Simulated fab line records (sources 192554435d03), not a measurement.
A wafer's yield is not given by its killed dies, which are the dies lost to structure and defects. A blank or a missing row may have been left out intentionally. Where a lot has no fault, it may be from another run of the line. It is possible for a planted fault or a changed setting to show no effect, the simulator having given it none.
Chamber matching | flow n5-finfet | N5_BEOL_M11_ILD_DEP_00 on pecvd-01 has 3 sister chambers
The step deposits SiCOH lowk from DEMS/porogen, target thk 308.51 nm, time 58 s. 14 wafers are shown with their chamber, then 7 later ones without.

## WAFERS WITH THEIR CHAMBER
wafer  | chamber | throttle-valve-pct (%) | heater-power-w (W) | showerhead-plenum-p-Torr (Torr)
L278.2 | 0       | 14.5                   | 410                | 5.755
L278.3 | 1       | 14.2                   | 452                | 5.728
L278.5 | 2       | 13.1                   | 423                | 5.749
L283.1 | 2       | 13.0                   | 414                | 5.738
L283.3 | 0       | 14.3                   | 333                | 5.746
L283.5 | 2       | 13.0                   | 436                | 5.732
L284.4 | 0       | 14.4                   | 375                | 5.736
L284.5 | 1       | 14.2                   | 425                | 5.728
L284.6 | 2       | 12.9                   | 401                | 5.728
L287.1 | 2       | 13.3                   | 461                | 5.733
L287.4 | 1       | 14.1                   | 437                | 5.716
L287.5 | 0       | 14.1                   | 352                | 5.737
L292.1 | 1       | 14.4                   | 419                | 5.718
L292.5 | 0       | 14.5                   | 371                | 5.745

SIGNATURES, as means of the wafers listed above
reading                  | chamber 0 | chamber 1 | chamber 2 | scatter within a chamber
throttle-valve-pct       | 14.360    | 14.225    | 13.060    | 0.151
heater-power-w           | 368.20    | 433.25    | 427.00    | 23.4
showerhead-plenum-p-Torr | 5.74380   | 5.72250   | 5.73600   | 0.00753
Rule: a wafer lies at a distance from a chamber equal to the root of the sum of squares, over the readings, of (its reading less the chamber's mean, divided by the reading's scatter). If the next closest chamber is less than 2 further off than the closest, the wafer can't be placed; otherwise it belongs to the closest. The scatter: take each reading less its chamber's mean, square it, sum over the shown wafers, divide by the number of wafers less the number of chambers, and take the root.

## WAFERS WITH NO CHAMBER GIVEN
wafer  | throttle-valve-pct (%) | heater-power-w (W) | showerhead-plenum-p-Torr (Torr)
L292.6 | 14.2                   | 433                | 5.738
L290.2 | 13.2                   | 398                | 5.726
L290.3 | 13.9                   | 372                | 5.755
L290.6 | 14.3                   | 435                | 5.724
L301.2 | 14.3                   | 412                | 5.738
L301.4 | 14.3                   | 448                | 5.728
L301.5 | 13.3                   | 448                | 5.743

## EACH ONE'S CHAMBER
wafer  | from the rows above     | in truth
L292.6 | can't be placed: 1 or 0 | 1
L290.2 | 2                       | 2
L290.3 | 0                       | 0
L290.6 | 1                       | 1
L301.2 | can't be placed: 0 or 1 | 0
L301.4 | 1                       | 1
L301.5 | 2                       | 2
Correct placement for 5 of the 7. Unplaceable from these rows: 2, with the true chamber sitting among the candidates in 2. 0 placed wrongly.
